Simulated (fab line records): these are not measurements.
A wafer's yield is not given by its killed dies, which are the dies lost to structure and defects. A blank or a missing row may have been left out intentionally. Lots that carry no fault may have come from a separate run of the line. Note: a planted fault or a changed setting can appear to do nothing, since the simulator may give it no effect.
A struck lot beside a sound one ; flow n5 finfet ; 14 steps out of a route of 1938
Sound: these wafers, L379.2, L379.3, L379.4. Struck: wafers L392.2, L392.4 (left out: L392.1, a lot-mate that was not struck); the cause follows at the end.
Each step with rows lists, per side, the tool, then ch with its chambers, then its first start. Under that, the readings that differ: sound wafers ; struck wafers ; difference of the means ; sigmas: that difference in standard deviations of wafers without a fault.
alike: a reading whose means differ by less than 2 such deviations, as well as words and numbers matching on both sides. not compared: withheld readings; readings where some wafer has no value; bounds like >300 that might hide an equal value; numbers whose values overlap and for which the record gives no deviation.
A row with sigmas, a row that says differs or no value, or rows on one side alone: a step with any of these is where the two part. Non-overlapping numbers with no deviation appear without sigmas and do not part them. A reading that every wafer of one side lacks parts them only if that side has two wafers or more.

first, 1 step without rows for these wafers: N5_MOL_CONTACT_COAG_SPUTTER_143 (material Co, target thk 2.5 nm).
N5_MOL_CONTACT_COAG_CO_FILL_22: material Co, precursor CCTBA/H2, target thk 20 nm.
  sound on cvd co-01 ch 0,1, day 5 06:55; struck on cvd co-02 ch 2, day 8 16:58
  alike: chamber pressure Torr, heater power w
N5_MOL_CONTACT_COAG_ANNEAL_113: time 300 s.
  sound on rtp anneal-01 ch 0, day 5 07:41; struck on rtp anneal-02 ch 0, day 8 17:41
reading;sound;struck;difference;sigmas
lamp power pct (%);2.5 2.5 2.5;3.3 3.3;+0.8;+2
  alike: wafer_temp_C_max
N5_MOL_CONTACT_COAG_PRE_CLEAN_142: time 60 s.
  sound on pvd sputter-03 at day 5 10:06; struck on pvd sputter-01 at day 8 19:40
  alike: heater power w
N5_MOL_CONTACT_COAG_SPUTTER_130: material Co, target thk 47.5 nm.
  sound on pvd sputter-03 at day 5 10:10; struck on pvd sputter-01 at day 8 19:43
  alike: chamber pressure pa, throttle valve pct
then, 2 steps without rows for these wafers: N5_MOL_CONTACT_COAG_PRECLEAN_125 (cleans in DIW, time 57.5 s); N5_MOL_CONTACT_COAG_SRD_126 (dry time 32 s).
N5_MOL_CONTACT_COAG_CMP_23: polishes, stops on SiO2, t overpolish 1.5 s, target thk 0 nm.
  sound on cmp-02 ch 0,1,3, day 5 10:22; struck on cmp-04 ch 2,3, day 8 19:55
  alike: motor current A, overpolish run s, time to endpoint s
then, 2 steps without rows for these wafers: N5_MOL_CONTACT_COAG_WET_ETCH_26 (target Co, target depth 13 nm); N5_MOL_CONTACT_COAG_WET_ETCH_116 (etches the open film in SC1-inhibited, target depth 4.6 nm, rinse time 30 s).
N5_MOL_CONTACT_COAG_ALD_27: deposits SiOC, target thk 17 nm, pulse time 1.5 s, time 2720 s.
  sound on ald sin-03 ch 0,1,3, day 5 11:13; struck on ald sin-02 ch 0,3, day 8 21:50
reading;sound;struck;difference;sigmas
ald cycles;340 340 340;647 647;+307;
run length s (s);2769.8 2768.7 2770.3;5224.8 5226.9;+2456.3;+99 or more
time s (s);2720 2720 2720;5176 5176;+2456;
model.SiOC_of_MOL_CONTACT_COAG_ALD_27.thk nm (nm);17 17 17;32.4 32.4;+15.4;
  alike: chamber pressure Torr, heater power w, precursor pulse height rel
then, 1 step without rows for these wafers: N5_MOL_CONTACT_COAG_CMP_28 (polishes, stops on SiNx, t overpolish 0.85 s, target thk 14.522 nm).
-- record jumps: 6 days separate the struck wafers' starts on either side; left off in module MOL_CONTACT_COAG, taken up again in module BEOL_M4, whose first shown step is the route's number 1111 --
N5_BEOL_M4_RC_MEAS_101:
  sound on prober-01 ch 0, day 10 23:32; struck on prober-01 ch 0, day 14 22:59
  alike: DIBL_N, DIBL_P, IOFF_N, IOFF_P, ION_N, ION_P, SS_N, SS_P, VT_N, VT_P
N5_PASSIVATION_PROBE_49:
  the record holds rows for the sound wafers here (prober-01, day 15 13:03) but none for the struck ones

== WHERE THEY PART ==
Last at N5_PASSIVATION_PROBE_49 as far as this record goes, first at N5_MOL_CONTACT_COAG_ANNEAL_113.

WHY: whatever the simulator had introduced
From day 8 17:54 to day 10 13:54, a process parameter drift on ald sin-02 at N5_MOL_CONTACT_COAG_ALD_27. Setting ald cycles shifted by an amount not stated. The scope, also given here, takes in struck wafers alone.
